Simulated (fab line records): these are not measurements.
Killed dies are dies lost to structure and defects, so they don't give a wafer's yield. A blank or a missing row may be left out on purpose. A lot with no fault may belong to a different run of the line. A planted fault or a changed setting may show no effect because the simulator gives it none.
The tool behind it: which one? || flow nand harc || Sampling: 12 lots, 36 wafers, 4 of 1302 route steps

== WHAT THE GAUGES SHOWED, per wafer ==
NHARC_P_GATE_CD_MEAS_59 targets a cd of 720 nm. Usual: cd nm reads 719.5 nm (standard deviation 1.8).
{"lot": "L846", "measured": "day 5 19:27", "on": "cd sem-02", "cd nm (nm)": "718.9 719.6 719.6", "flag": ""}
{"lot": "L847", "measured": "day 6 01:59", "on": "cd sem-02", "cd nm (nm)": "720.4 720.6 721.1", "flag": ""}
{"lot": "L849", "measured": "day 6 21:52", "on": "cd sem-01", "cd nm (nm)": "717.5 719.0 720.4", "flag": ""}
{"lot": "L850", "measured": "day 7 11:27", "on": "cd sem-03", "cd nm (nm)": "717.3 717.6 716.3", "flag": ""}
{"lot": "L851", "measured": "day 7 11:08", "on": "cd sem-01", "cd nm (nm)": "724.1 723.0 723.4", "flag": ""}
{"lot": "L853", "measured": "day 8 20:12", "on": "cd sem-02", "cd nm (nm)": "719.9 718.5 718.2", "flag": ""}
{"lot": "L854", "measured": "day 8 22:40", "on": "cd sem-02", "cd nm (nm)": "719.6 721.3 720.0", "flag": ""}
{"lot": "L855", "measured": "day 9 11:44", "on": "cd sem-03", "cd nm (nm)": "719.4 715.4 715.2", "flag": ""}
{"lot": "L857", "measured": "day 10 09:42", "on": "cd sem-01", "cd nm (nm)": "716.7 721.0 718.1", "flag": ""}
{"lot": "L858", "measured": "day 10 23:02", "on": "cd sem-02", "cd nm (nm)": "717.4 717.9 719.5", "flag": ""}
{"lot": "L867", "measured": "day 14 09:29", "on": "cd sem-02", "cd nm (nm)": "719.5 717.2 718.1", "flag": ""}
{"lot": "L868", "measured": "day 14 21:06", "on": "cd sem-02", "cd nm (nm)": "723.1 718.2 720.2", "flag": ""}

== TOOL THAT RAN EACH LOT (tool first, then ch and the chambers of the sampled wafers, then the start) ==
{"lot": "L846", "NHARC_P_STI_ETCH_31": "rie diel-01 ch 0,1, day 5 05:51 or earlier", "NHARC_P_GATE_DESCUM_31": "rie diel-10 ch 0,3, day 5 05:51", "NHARC_P_GATE_ETCH_104": "rie diel-10 ch 0,1,2, day 5 05:56"}
{"lot": "L847", "NHARC_P_STI_ETCH_31": "rie diel-02 ch 0,3, day 5 12:26 or earlier", "NHARC_P_GATE_DESCUM_31": "rie diel-12 ch 0,3, day 5 12:26", "NHARC_P_GATE_ETCH_104": "rie diel-12 ch 2,3, day 5 12:31"}
{"lot": "L849", "NHARC_P_STI_ETCH_31": "rie diel-01 ch 0,1, day 6 06:11 or earlier", "NHARC_P_GATE_DESCUM_31": "rie diel-12 ch 1,3, day 6 06:11", "NHARC_P_GATE_ETCH_104": "rie diel-12 ch 0,2,3, day 6 06:17"}
{"lot": "L850", "NHARC_P_STI_ETCH_31": "rie diel-02 ch 0,1, day 6 21:52 or earlier", "NHARC_P_GATE_DESCUM_31": "rie diel-12 ch 0,1, day 6 21:52", "NHARC_P_GATE_ETCH_104": "rie diel-12 ch 0,2,3, day 6 21:57"}
{"lot": "L851", "NHARC_P_STI_ETCH_31": "rie diel-03 ch 0,1,2, day 6 21:41 or earlier", "NHARC_P_GATE_DESCUM_31": "rie diel-04 ch 0,1,3, day 6 21:41", "NHARC_P_GATE_ETCH_104": "rie diel-04 ch 0,1,3, day 6 21:46"}
{"lot": "L853", "NHARC_P_STI_ETCH_31": "rie diel-02 ch 0,1,2, day 8 06:32 or earlier", "NHARC_P_GATE_DESCUM_31": "rie diel-10 ch 1,2,3, day 8 06:32", "NHARC_P_GATE_ETCH_104": "rie diel-10 ch 0,1,2, day 8 06:37"}
{"lot": "L854", "NHARC_P_STI_ETCH_31": "rie diel-01 ch 0,1, day 8 07:13 or earlier", "NHARC_P_GATE_DESCUM_31": "rie diel-04 ch 0,1,2, day 8 07:13", "NHARC_P_GATE_ETCH_104": "rie diel-04 ch 1,2, day 8 07:17"}
{"lot": "L855", "NHARC_P_STI_ETCH_31": "rie diel-02 ch 1,2, day 8 22:14 or earlier", "NHARC_P_GATE_DESCUM_31": "rie diel-10 ch 1,2, day 8 22:14", "NHARC_P_GATE_ETCH_104": "rie diel-10 ch 0,2,3, day 8 22:20"}
{"lot": "L857", "NHARC_P_STI_ETCH_31": "rie diel-02 ch 0,2, day 9 20:25 or earlier", "NHARC_P_GATE_DESCUM_31": "rie diel-10 ch 2,3, day 9 20:25", "NHARC_P_GATE_ETCH_104": "rie diel-10 ch 0,2,3, day 9 20:30"}
{"lot": "L858", "NHARC_P_STI_ETCH_31": "rie diel-01 ch 1,2,3, day 10 09:37 or earlier", "NHARC_P_GATE_DESCUM_31": "rie diel-10 ch 2,3, day 10 09:37", "NHARC_P_GATE_ETCH_104": "rie diel-10 ch 1,2,3, day 10 09:42"}
{"lot": "L867", "NHARC_P_STI_ETCH_31": "rie diel-03 ch 0,2,3, day 13 19:56 or earlier", "NHARC_P_GATE_DESCUM_31": "rie diel-12 ch 1,2,3, day 13 19:56", "NHARC_P_GATE_ETCH_104": "rie diel-12 ch 0,1,3, day 13 20:01"}
{"lot": "L868", "NHARC_P_STI_ETCH_31": "rie diel-03 ch 1,3, day 14 07:41 or earlier", "NHARC_P_GATE_DESCUM_31": "rie diel-12 ch 0,1,3, day 14 07:41", "NHARC_P_GATE_ETCH_104": "rie diel-12 ch 1,2,3, day 14 07:46"}
- NHARC_P_STI_ETCH_31: etches the open film in CF4/CHF3, target depth 108.9 nm, time 54.5 s.
- NHARC_P_GATE_DESCUM_31: chemistry O2, time 3 s.
- NHARC_P_GATE_ETCH_104: etches the open film in CF4/CHF3, target depth 60 nm.

== AS READ BY THE TOOLS THEMSELVES (means over the sampled wafers that have a number; for cases with no such wafer, the mark the record gives instead) ==
NHARC_P_STI_ETCH_31. Usual: drypump motor current A 5.6 A, standard deviation 0.46; oes product au 0.962 a.u., standard deviation 0.018; rf fwd power W 494.4 W, standard deviation 2.2; rf vpp V 371.4 V, standard deviation 2.8; showerhead plenum p Torr 1.60 Torr, standard deviation 0.08; throttle valve pct 16.803 %, standard deviation 0.0089.
{"lot": "L846", "tool": "rie diel-01", "drypump motor current A (A)": 5.0, "oes product au (a.u.)": 0.975, "rf fwd power W (W)": 495.2, "rf vpp V (V)": 373.3, "showerhead plenum p Torr (Torr)": 1.66, "throttle valve pct (%)": 16.807, "flag": ""}
{"lot": "L847", "tool": "rie diel-02", "drypump motor current A (A)": 5.7, "oes product au (a.u.)": 0.952, "rf fwd power W (W)": 497.0, "rf vpp V (V)": 371.6, "showerhead plenum p Torr (Torr)": 1.61, "throttle valve pct (%)": 16.807, "flag": ""}
{"lot": "L849", "tool": "rie diel-01", "drypump motor current A (A)": 5.0, "oes product au (a.u.)": 0.970, "rf fwd power W (W)": 493.2, "rf vpp V (V)": 374.0, "showerhead plenum p Torr (Torr)": 1.66, "throttle valve pct (%)": 16.806, "flag": ""}
{"lot": "L850", "tool": "rie diel-02", "drypump motor current A (A)": 5.8, "oes product au (a.u.)": 0.972, "rf fwd power W (W)": 496.0, "rf vpp V (V)": 370.7, "showerhead plenum p Torr (Torr)": 1.57, "throttle valve pct (%)": 16.809, "flag": ""}
{"lot": "L851", "tool": "rie diel-03", "drypump motor current A (A)": 6.0, "oes product au (a.u.)": 0.961, "rf fwd power W (W)": 493.3, "rf vpp V (V)": 370.2, "showerhead plenum p Torr (Torr)": 1.58, "throttle valve pct (%)": 16.811, "flag": ""}
{"lot": "L853", "tool": "rie diel-02", "drypump motor current A (A)": 5.7, "oes product au (a.u.)": 0.962, "rf fwd power W (W)": 495.1, "rf vpp V (V)": 369.2, "showerhead plenum p Torr (Torr)": 1.54, "throttle valve pct (%)": 16.800, "flag": ""}
{"lot": "L854", "tool": "rie diel-01", "drypump motor current A (A)": 5.2, "oes product au (a.u.)": 0.980, "rf fwd power W (W)": 493.0, "rf vpp V (V)": 373.3, "showerhead plenum p Torr (Torr)": 1.68, "throttle valve pct (%)": 16.808, "flag": ""}
{"lot": "L855", "tool": "rie diel-02", "drypump motor current A (A)": 5.5, "oes product au (a.u.)": 0.960, "rf fwd power W (W)": 493.3, "rf vpp V (V)": 368.9, "showerhead plenum p Torr (Torr)": 1.55, "throttle valve pct (%)": 16.807, "flag": ""}
{"lot": "L857", "tool": "rie diel-02", "drypump motor current A (A)": 5.7, "oes product au (a.u.)": 0.958, "rf fwd power W (W)": 494.6, "rf vpp V (V)": 368.7, "showerhead plenum p Torr (Torr)": 1.51, "throttle valve pct (%)": 16.795, "flag": ""}
{"lot": "L858", "tool": "rie diel-01", "drypump motor current A (A)": 5.8, "oes product au (a.u.)": 0.949, "rf fwd power W (W)": 494.7, "rf vpp V (V)": 372.8, "showerhead plenum p Torr (Torr)": 1.62, "throttle valve pct (%)": 16.805, "flag": ""}
{"lot": "L867", "tool": "rie diel-03", "drypump motor current A (A)": 5.5, "oes product au (a.u.)": 0.971, "rf fwd power W (W)": 492.7, "rf vpp V (V)": 370.2, "showerhead plenum p Torr (Torr)": 1.56, "throttle valve pct (%)": 16.807, "flag": ""}
{"lot": "L868", "tool": "rie diel-03", "drypump motor current A (A)": 5.9, "oes product au (a.u.)": 0.920, "rf fwd power W (W)": 495.6, "rf vpp V (V)": 373.2, "showerhead plenum p Torr (Torr)": 1.66, "throttle valve pct (%)": 16.795, "flag": ""}

NHARC_P_GATE_DESCUM_31. Usual: drypump motor current A 5.9 A, standard deviation 0.33; oes product au 0.994 a.u., standard deviation 0.0097; rf vpp V 57.9 V, standard deviation 0.95; showerhead plenum p Torr 1.93 Torr, standard deviation 0.096; throttle valve pct 11.311 %, standard deviation 0.0093.
{"lot": "L846", "tool": "rie diel-10", "drypump motor current A (A)": 6.1, "oes product au (a.u.)": 0.997, "rf vpp V (V)": 58.2, "showerhead plenum p Torr (Torr)": 1.94, "throttle valve pct (%)": 11.318, "flag": ""}
{"lot": "L847", "tool": "rie diel-12", "drypump motor current A (A)": 5.9, "oes product au (a.u.)": 0.999, "rf vpp V (V)": 57.9, "showerhead plenum p Torr (Torr)": 1.79, "throttle valve pct (%)": 11.307, "flag": ""}
{"lot": "L849", "tool": "rie diel-12", "drypump motor current A (A)": 5.9, "oes product au (a.u.)": 0.993, "rf vpp V (V)": 57.0, "showerhead plenum p Torr (Torr)": 1.79, "throttle valve pct (%)": 11.312, "flag": ""}
{"lot": "L850", "tool": "rie diel-12", "drypump motor current A (A)": 6.1, "oes product au (a.u.)": 0.998, "rf vpp V (V)": 56.6, "showerhead plenum p Torr (Torr)": 1.81, "throttle valve pct (%)": 11.311, "flag": ""}
{"lot": "L851", "tool": "rie diel-04", "drypump motor current A (A)": 5.8, "oes product au (a.u.)": 0.989, "rf vpp V (V)": 58.5, "showerhead plenum p Torr (Torr)": 2.03, "throttle valve pct (%)": 11.300, "flag": ""}
{"lot": "L853", "tool": "rie diel-10", "drypump motor current A (A)": 6.1, "oes product au (a.u.)": 0.988, "rf vpp V (V)": 58.3, "showerhead plenum p Torr (Torr)": 1.91, "throttle valve pct (%)": 11.309, "flag": ""}
{"lot": "L854", "tool": "rie diel-04", "drypump motor current A (A)": 5.5, "oes product au (a.u.)": 0.986, "rf vpp V (V)": 58.2, "showerhead plenum p Torr (Torr)": 2.00, "throttle valve pct (%)": 11.309, "flag": ""}
{"lot": "L855", "tool": "rie diel-10", "drypump motor current A (A)": 6.1, "oes product au (a.u.)": 0.995, "rf vpp V (V)": 57.7, "showerhead plenum p Torr (Torr)": 1.87, "throttle valve pct (%)": 11.313, "flag": ""}
{"lot": "L857", "tool": "rie diel-10", "drypump motor current A (A)": 6.0, "oes product au (a.u.)": 0.999, "rf vpp V (V)": 58.3, "showerhead plenum p Torr (Torr)": 1.98, "throttle valve pct (%)": 11.306, "flag": ""}
{"lot": "L858", "tool": "rie diel-10", "drypump motor current A (A)": 6.1, "oes product au (a.u.)": 0.999, "rf vpp V (V)": 58.3, "showerhead plenum p Torr (Torr)": 1.96, "throttle valve pct (%)": 11.309, "flag": ""}
{"lot": "L867", "tool": "rie diel-12", "drypump motor current A (A)": 5.9, "oes product au (a.u.)": 0.990, "rf vpp V (V)": 58.3, "showerhead plenum p Torr (Torr)": 1.84, "throttle valve pct (%)": 11.313, "flag": ""}
{"lot": "L868", "tool": "rie diel-12", "drypump motor current A (A)": 6.0, "oes product au (a.u.)": 0.994, "rf vpp V (V)": 58.0, "showerhead plenum p Torr (Torr)": 1.80, "throttle valve pct (%)": 11.315, "flag": ""}

NHARC_P_GATE_ETCH_104. Usual: drypump motor current A 5.9 A, standard deviation 0.32; oes product au 0.939 a.u., standard deviation 0.022; rf fwd power W 491.3 W, standard deviation 2.8; rf vpp V 370.8 V, standard deviation 2.7; showerhead plenum p Torr 1.58 Torr, standard deviation 0.074; throttle valve pct 16.802 %, standard deviation 0.0099.
{"lot": "L846", "tool": "rie diel-10", "drypump motor current A (A)": 6.1, "oes product au (a.u.)": 0.951, "rf fwd power W (W)": 491.9, "rf vpp V (V)": 370.2, "showerhead plenum p Torr (Torr)": 1.57, "throttle valve pct (%)": 16.806, "flag": ""}
{"lot": "L847", "tool": "rie diel-12", "drypump motor current A (A)": 5.7, "oes product au (a.u.)": 0.955, "rf fwd power W (W)": 489.3, "rf vpp V (V)": 368.5, "showerhead plenum p Torr (Torr)": 1.51, "throttle valve pct (%)": 16.794, "flag": ""}
{"lot": "L849", "tool": "rie diel-12", "drypump motor current A (A)": 5.8, "oes product au (a.u.)": 0.923, "rf fwd power W (W)": 491.9, "rf vpp V (V)": 368.7, "showerhead plenum p Torr (Torr)": 1.52, "throttle valve pct (%)": 16.804, "flag": ""}
{"lot": "L850", "tool": "rie diel-12", "drypump motor current A (A)": 5.8, "oes product au (a.u.)": 0.970, "rf fwd power W (W)": 490.6, "rf vpp V (V)": 367.9, "showerhead plenum p Torr (Torr)": 1.52, "throttle valve pct (%)": 16.808, "flag": ""}
{"lot": "L851", "tool": "rie diel-04", "drypump motor current A (A)": 5.8, "oes product au (a.u.)": 0.917, "rf fwd power W (W)": 490.2, "rf vpp V (V)": 373.2, "showerhead plenum p Torr (Torr)": 1.66, "throttle valve pct (%)": 16.809, "flag": ""}
{"lot": "L853", "tool": "rie diel-10", "drypump motor current A (A)": 6.1, "oes product au (a.u.)": 0.924, "rf fwd power W (W)": 492.0, "rf vpp V (V)": 369.8, "showerhead plenum p Torr (Torr)": 1.57, "throttle valve pct (%)": 16.803, "flag": ""}
{"lot": "L854", "tool": "rie diel-04", "drypump motor current A (A)": 5.5, "oes product au (a.u.)": 0.968, "rf fwd power W (W)": 489.8, "rf vpp V (V)": 373.6, "showerhead plenum p Torr (Torr)": 1.66, "throttle valve pct (%)": 16.813, "flag": ""}
{"lot": "L855", "tool": "rie diel-10", "drypump motor current A (A)": 6.1, "oes product au (a.u.)": 0.923, "rf fwd power W (W)": 490.8, "rf vpp V (V)": 371.1, "showerhead plenum p Torr (Torr)": 1.61, "throttle valve pct (%)": 16.796, "flag": ""}
{"lot": "L857", "tool": "rie diel-10", "drypump motor current A (A)": 6.1, "oes product au (a.u.)": 0.919, "rf fwd power W (W)": 490.9, "rf vpp V (V)": 371.3, "showerhead plenum p Torr (Torr)": 1.61, "throttle valve pct (%)": 16.794, "flag": ""}
{"lot": "L858", "tool": "rie diel-10", "drypump motor current A (A)": 6.1, "oes product au (a.u.)": 0.937, "rf fwd power W (W)": 493.9, "rf vpp V (V)": 370.9, "showerhead plenum p Torr (Torr)": 1.57, "throttle valve pct (%)": 16.799, "flag": ""}
{"lot": "L867", "tool": "rie diel-12", "drypump motor current A (A)": 5.9, "oes product au (a.u.)": 0.907, "rf fwd power W (W)": 473.8, "rf vpp V (V)": 367.5, "showerhead plenum p Torr (Torr)": 1.48, "throttle valve pct (%)": 16.806, "flag": "OFF"}
{"lot": "L868", "tool": "rie diel-12", "drypump motor current A (A)": 5.9, "oes product au (a.u.)": 0.940, "rf fwd power W (W)": 470.8, "rf vpp V (V)": 368.1, "showerhead plenum p Torr (Torr)": 1.51, "throttle valve pct (%)": 16.798, "flag": "OFF"}

== THE ANSWER, worked out from the rows above alone ==
Rule: take the mean of a lot's wafers that have a number; if it is more than 3 standard deviations from the usual mean, the lot is off. A lot without any number at a reading at which 4 lots or more have one is off too. The other lots that the step has rows for count as sound. The gauges are gone through in route order, then the tools' own readings, and for those a lot's mean is taken as printed above. At the first step where some lot is off, the reading lying furthest off is the one used; lots without a number count as furthest.
Off, at NHARC_P_GATE_ETCH_104 on rf fwd power W: L867, L868.
A tool fits if, at that step or a process step before it, it ran every lot that is off, and no sound lot after the first of them. NHARC_P_STI_ETCH_31 gives no start for some lots, so the hours and the order of its lots are those of NHARC_P_GATE_DESCUM_31. Can't be told from this: 2 tools fit, rie diel-03 at NHARC_P_STI_ETCH_31, rie diel-12 at NHARC_P_GATE_DESCUM_31 and NHARC_P_GATE_ETCH_104.

== WHAT THE SIMULATOR HAD PUT IN ==
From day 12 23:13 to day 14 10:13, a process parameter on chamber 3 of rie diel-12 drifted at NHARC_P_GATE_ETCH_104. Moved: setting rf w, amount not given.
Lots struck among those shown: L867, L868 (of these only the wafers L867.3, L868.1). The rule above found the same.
